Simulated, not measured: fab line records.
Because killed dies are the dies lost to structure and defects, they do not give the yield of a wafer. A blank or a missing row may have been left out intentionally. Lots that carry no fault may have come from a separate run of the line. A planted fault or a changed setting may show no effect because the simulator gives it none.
One fault through the eyes of 2 desks    flow nand harc    numbers are kept per desk, each desk with only its own; the story behind them comes last

== THE DEFECT DESK ==
Counts from the inspections along the route, per lot, as means over the sampled wafers that have a number. Any lot whose mean is over 4 standard deviations away from the usual mean is out of limits and marked OUT; that distance is given in the brackets.
Columns: A = raw defect count at NHARC_P_GATE_INSPECT_68, usual 186
lot   first seen here  A
L181  day 5 22:26      196
L182  day 6 01:29      176
L184  day 7 05:59      166
L185  day 7 10:58      296
L189  day 9 07:37      165
L193  day 10 22:12     691 (+6.7) OUT
L195  day 11 22:07     669 (+6.4) OUT
L197  day 12 17:35     150
L200  day 13 19:02     248
L201  day 14 11:12     144
L202  day 15 00:10     170
L203  day 15 03:01     164
L204  day 15 10:17     202
This desk finds L193, L195 out of limits, L193 being first, at day 10 22:12 (raw defect count at NHARC_P_GATE_INSPECT_68). L181, L182, L184, L185, L189, L197, L200, L201, L202, L203, L204: within limits.

== METROLOGY DESK ==
What the gauges read for every lot (on any tool): the sampled wafers with a number, averaged. Any lot whose mean is over 4 standard deviations away from the usual mean is out of limits and marked OUT; that distance is given in the brackets.
Columns: A = overlay x nm at NHARC_P_CONTACT_OVL_MEAS_13, usual 0.0 nm; B = overlay y nm at NHARC_P_CONTACT_OVL_MEAS_13, usual 0.2 nm
lot   first seen here  A     B
L181  day 6 00:08      -0.7  -0.1
L182  day 6 03:11      0.0   -0.5
L184  day 7 07:41      0.1   -0.8
L185  day 7 12:40      1.7   0.5
L189  day 9 09:11      -0.4  -0.0
L193  day 10 23:53     1.2   2.0
L195  day 11 23:45     0.2   0.5
L197  day 12 19:17     0.9   -1.6
L200  day 13 20:44     -1.0  -0.4
L201  day 14 12:46     0.6   -0.1
L202  day 15 01:53     -0.0  -0.1
L203  day 15 04:44     1.2   0.1
L204  day 15 11:59     0.8   1.7
Finding of this desk: none of the 13 lots has anything out of limits.

== BROUGHT TOGETHER ==
The defect desk could have raised an alarm at day 10 22:12, on L193, L195.
From the metrology desk's view, nothing was out of limits.
The metrology desk has L193, L195 on record, within its limits.
Every lot named ran NHARC_P_GATE_STRIP_63 on wet bench-03.

== WHAT THE SIMULATOR HAD INSERTED ==
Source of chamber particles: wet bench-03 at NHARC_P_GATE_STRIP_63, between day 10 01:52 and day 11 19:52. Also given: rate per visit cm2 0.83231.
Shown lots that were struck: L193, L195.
Hours from the fault's start to each desk's first reading out of limits: the defect desk, 20.
